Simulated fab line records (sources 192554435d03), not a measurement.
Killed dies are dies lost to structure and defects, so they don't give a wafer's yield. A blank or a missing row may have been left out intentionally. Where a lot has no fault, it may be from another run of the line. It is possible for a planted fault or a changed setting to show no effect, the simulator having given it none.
Matching of chambers + flow n5-finfet + N5_HKMG_FIN_ALD_71 on ald-metal-01: 4 sister chambers
The step deposits TiN, target thk 1 nm, pulse time 1 s, purge time 3 s. 18 wafers are shown with their chamber, then 9 later ones without.

== WAFERS, EACH WITH ITS CHAMBER ==
| wafer  | chamber | heater-power-w (W) | precursor-pulse-height-rel |
|--------|---------|--------------------|----------------------------|
| L074.1 | 0       | 848                | 0.999                      |
| L074.2 | 3       | 814                | 1.034                      |
| L074.3 | 2       | 1005               | 0.980                      |
| L076.3 | 0       | 842                | 1.011                      |
| L076.4 | 3       | 819                | 0.994                      |
| L076.5 | 3       | 840                | 1.003                      |
| L080.2 | 3       | 831                | 0.984                      |
| L080.4 | 3       | 852                | 1.003                      |
| L080.5 | 1       | 960                | 0.993                      |
| L081.2 | 2       | 1022               | 0.970                      |
| L081.3 | 1       | 981                | 1.003                      |
| L081.5 | 2       | 1011               | 1.013                      |
| L084.1 | 1       | 999                | 1.015                      |
| L084.4 | 2       | 1022               | 1.009                      |
| L084.6 | 1       | 972                | 0.978                      |
| L089.2 | 2       | 1024               | 1.009                      |
| L089.4 | 0       | 842                | 0.982                      |
| L089.5 | 0       | 845                | 1.003                      |

SIGNATURES, as means of the wafers listed above
| reading                    | chamber 0 | chamber 1 | chamber 2 | chamber 3 | scatter within a chamber |
|----------------------------|-----------|-----------|-----------|-----------|--------------------------|
| heater-power-w             | 844.25    | 978.00    | 1016.80   | 831.20    | 12.2                     |
| precursor-pulse-height-rel | 0.99875   | 0.99725   | 0.99620   | 1.00360   | 0.0172                   |
Rule: a wafer lies at a distance from a chamber equal to the root of the sum of squares, over the readings, of (its reading less the chamber's mean, divided by the reading's scatter). If the next closest chamber is less than 2 further off than the closest, the wafer can't be placed; otherwise it belongs to the closest. The scatter: take each reading less its chamber's mean, square it, sum over the shown wafers, divide by the number of wafers less the number of chambers, and take the root.

== WAFERS WITHOUT THEIR CHAMBER ==
| wafer  | heater-power-w (W) | precursor-pulse-height-rel |
|--------|--------------------|----------------------------|
| L091.1 | 847                | 0.992                      |
| L091.5 | 826                | 0.958                      |
| L091.6 | 1027               | 1.017                      |
| L092.1 | 829                | 0.980                      |
| L092.3 | 1001               | 0.992                      |
| L092.4 | 829                | 1.005                      |
| L097.2 | 817                | 1.001                      |
| L097.5 | 858                | 1.009                      |
| L097.6 | 977                | 0.997                      |

== THE CHAMBER EACH PASSED THROUGH ==
| wafer  | from the rows above     | in truth |
|--------|-------------------------|----------|
| L091.1 | can't be placed: 0 or 3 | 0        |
| L091.5 | can't be placed: 3 or 0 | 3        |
| L091.6 | 2                       | 2        |
| L092.1 | can't be placed: 3 or 0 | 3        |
| L092.3 | can't be placed: 2 or 1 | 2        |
| L092.4 | can't be placed: 3 or 0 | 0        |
| L097.2 | can't be placed: 3 or 0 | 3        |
| L097.5 | can't be placed: 0 or 3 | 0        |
| L097.6 | 1                       | 1        |
Correctly placed: 2 of 9. Not placeable from these rows: 7 (in 7, the candidates include the true chamber). Placed wrongly: 0.
